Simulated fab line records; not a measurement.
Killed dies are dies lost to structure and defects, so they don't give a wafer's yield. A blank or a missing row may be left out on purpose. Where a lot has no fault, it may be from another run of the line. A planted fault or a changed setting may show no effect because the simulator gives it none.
Which tool did it?    flow nand harc    Sampling: 14 lots, 42 wafers, 3 of 1302 route steps

## WHAT THE GAUGES SHOWED, per wafer
NHARC_P_M1_THK_MEAS_24: measures by xrf.
lot   measured      on             thk nm (nm)
L861  day 6 11:24   film metro-02  159.8 156.9 158.9
L863  day 7 03:41   film metro-02  157.7 157.3 156.4
L864  day 7 09:53   film metro-02  156.5 158.0 159.0
L866  day 8 14:31   film metro-01  156.5 155.8 155.1
L867  day 8 15:28   film metro-02  158.2 161.0 158.5
L868  day 9 05:38   film metro-02  156.0 153.4 157.1
L869  day 9 14:42   film metro-02  159.2 160.2 160.4
L871  day 10 08:51  film metro-01  155.8 155.3 156.9
L878  day 13 04:07  film metro-01  155.7 157.4 157.2
L879  day 13 20:33  film metro-02  158.0 156.6 158.2
L880  day 14 06:14  film metro-01  157.5 156.7 156.9
L882  day 14 22:54  film metro-02  155.4 159.2 157.8
L883  day 15 12:55  film metro-02  157.6 158.6 157.1
L884  day 16 04:07  film metro-02  158.0 154.0 157.6

NHARC_P_M2_CD_MEAS_16.
lot   measured      on         cd nm (nm)
L861  day 6 13:34   cd sem-03  168.7 168.8 170.4
L863  day 7 05:45   cd sem-03  170.2 169.0 169.5
L864  day 7 11:55   cd sem-02  169.4 170.9 170.8
L866  day 8 16:29   cd sem-01  170.0 169.8 170.3
L867  day 8 17:23   cd sem-03  167.5 170.0 168.7
L868  day 9 07:33   cd sem-01  171.2 169.8 168.8
L869  day 9 16:47   cd sem-03  168.6 170.0 169.4
L871  day 10 10:53  cd sem-02  169.2 169.4 169.4
L878  day 13 06:19  cd sem-02  171.1 170.5 170.8
L879  day 13 22:43  cd sem-02  169.6 171.1 169.7
L880  day 14 08:28  cd sem-01  168.2 170.6 171.5
L882  day 15 01:05  cd sem-02  168.5 170.9 170.1
L883  day 15 15:05  cd sem-01  170.4 168.8 168.7
L884  day 16 06:01  cd sem-01  168.6 169.3 169.1

## WHICH TOOL RAN EACH LOT (tool, then ch and the chambers of the sampled wafers, then the start)
lot   NHARC_P_M2_ETCH_15
L861  rie diel-03 ch 1,3, day 6 13:34 or earlier
L863  rie diel-05 ch 1,2, day 7 05:45 or earlier
L864  rie diel-04 ch 0,2,3, day 7 11:55 or earlier
L866  rie diel-03 ch 0,3, day 8 16:29 or earlier
L867  rie diel-03 ch 0,2,3, day 8 17:23 or earlier
L868  rie diel-04 ch 1,2, day 9 07:33 or earlier
L869  rie diel-03 ch 1,2, day 9 16:47 or earlier
L871  rie diel-05 ch 0,2,3, day 10 10:53 or earlier
L878  rie diel-03 ch 0,1,2, day 13 06:19 or earlier
L879  rie diel-04 ch 0,2,3, day 13 22:43 or earlier
L880  rie diel-05 ch 1,3, day 14 08:28 or earlier
L882  rie diel-03 ch 1,3, day 15 01:05 or earlier
L883  rie diel-05 ch 1,2,3, day 15 15:05 or earlier
L884  rie diel-05 ch 1,2,3, day 16 06:01 or earlier
- NHARC_P_M2_ETCH_15: etches the open film in C4F8/Ar, target depth 182.5 nm, time 91.2 s.

## AS READ BY THE TOOLS THEMSELVES (means over the sampled wafers that have a number; for cases with no such wafer, the mark the record gives instead)
NHARC_P_M2_ETCH_15.
lot   tool         chamber pressure mTorr (mTorr)  oes product au (a.u.)  rf vpp V (V)
L861  rie diel-03  24.996                          0.905                  440.3
L863  rie diel-05  25.000                          0.989                  439.6
L864  rie diel-04  24.971                          0.908                  440.4
L866  rie diel-03  24.988                          0.936                  440.1
L867  rie diel-03  24.968                          0.979                  439.2
L868  rie diel-04  25.011                          0.956                  444.4
L869  rie diel-03  25.006                          0.910                  438.7
L871  rie diel-05  24.996                          0.935                  442.3
L878  rie diel-03  25.005                          0.963                  439.8
L879  rie diel-04  24.980                          0.915                  441.8
L880  rie diel-05  24.992                          0.955                  442.8
L882  rie diel-03  25.005                          0.916                  439.2
L883  rie diel-05  24.993                          0.976                  442.4
L884  rie diel-05  24.998                          0.929                  442.3

## THE ANSWER, worked out from the rows above alone
Rule: the usual values come from the lots themselves. The widest of any qualifying gaps counts: lots, ordered by their means at a reading, are off when they make up no more than a third of the lots, leave a main group of 4 or more, and stand apart from it by 3 or more times the standard deviation of that group's means. A main group whose means are all the same, to the digits that the tables above print for the reading, isn't used. A lot without any number at a reading at which 4 lots or more have one is off too. Where the step has rows for the other lots, those lots are counted as sound. After the gauges, taken in route order, come the tools' own readings; for these a lot's mean is taken, as printed above. The first step at which some lot is off is used, and at that step the reading that is off furthest; a lot without a number counts as furthest.
Nothing can be told from this: no lot is off at any reading shown.

## WHAT THE SIMULATOR HAD PUT IN
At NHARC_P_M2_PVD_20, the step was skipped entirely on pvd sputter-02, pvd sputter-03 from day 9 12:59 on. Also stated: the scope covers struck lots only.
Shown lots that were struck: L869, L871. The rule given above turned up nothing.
